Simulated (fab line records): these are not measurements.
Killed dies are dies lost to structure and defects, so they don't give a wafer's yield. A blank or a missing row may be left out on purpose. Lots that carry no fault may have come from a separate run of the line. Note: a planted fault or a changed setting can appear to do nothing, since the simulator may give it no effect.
Chamber matching ; flow nand_harc ; NHARC_A_CHANNEL_FILL_D2_ETCHBACK_19 on rie_si-06 has 4 sister chambers
The step etches the open film in HBr/Cl2, target depth 5 nm, time 1.7 s. 8 wafers are shown with their chamber, then 9 later ones without.

WAFERS PAIRED WITH THEIR CHAMBERS
wafer;chamber;he_backside_leak_sccm (sccm);oes_product_au (a.u.)
L082.2;1;2.7;1.006
L085.5;2;2.9;1.000
L087.3;3;2.4;0.974
L087.5;1;2.9;1.005
L087.6;0;3.1;0.999
L090.2;3;2.5;0.976
L090.3;0;3.0;0.978
L090.6;2;3.0;0.992

WAFERS WITH NO CHAMBER GIVEN
wafer;he_backside_leak_sccm (sccm);oes_product_au (a.u.)
L091.3;2.9;0.989
L091.4;2.5;0.985
L091.5;2.8;0.983
L096.2;3.1;1.003
L096.3;2.8;0.986
L096.4;2.5;0.983
L097.2;3.0;0.983
L097.3;2.8;1.000
L097.6;2.5;0.982

EACH ONE'S CHAMBER
wafer;from the rows above;in truth
L091.3;can't be placed: 2 or 0 or 1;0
L091.4;3;3
L091.5;can't be placed: 2 or 0 or 1 or 3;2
L096.2;can't be placed: 2 or 0 or 1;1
L096.3;can't be placed: 2 or 1 or 0 or 3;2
L096.4;3;3
L097.2;can't be placed: 0 or 2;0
L097.3;can't be placed: 1 or 2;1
L097.6;3;3
Correctly placed: 3 of 9. Cannot be placed on the basis of these rows: 6; the candidates contain the true chamber in 6. Placed wrongly: 0.
How it was worked out, from the rows above alone: a wafer's distance from a chamber is the root of the sum, over the readings, of the square of ((its reading less the chamber's mean) divided by the reading's scatter). The wafer belongs to the nearest chamber; if the next one is less than 2 further off, it can't be placed. A chamber's mean is the mean of its shown wafers. The scatter: take each reading less its chamber's mean, square it, sum over the shown wafers, divide by the number of wafers less the number of chambers, and take the root.
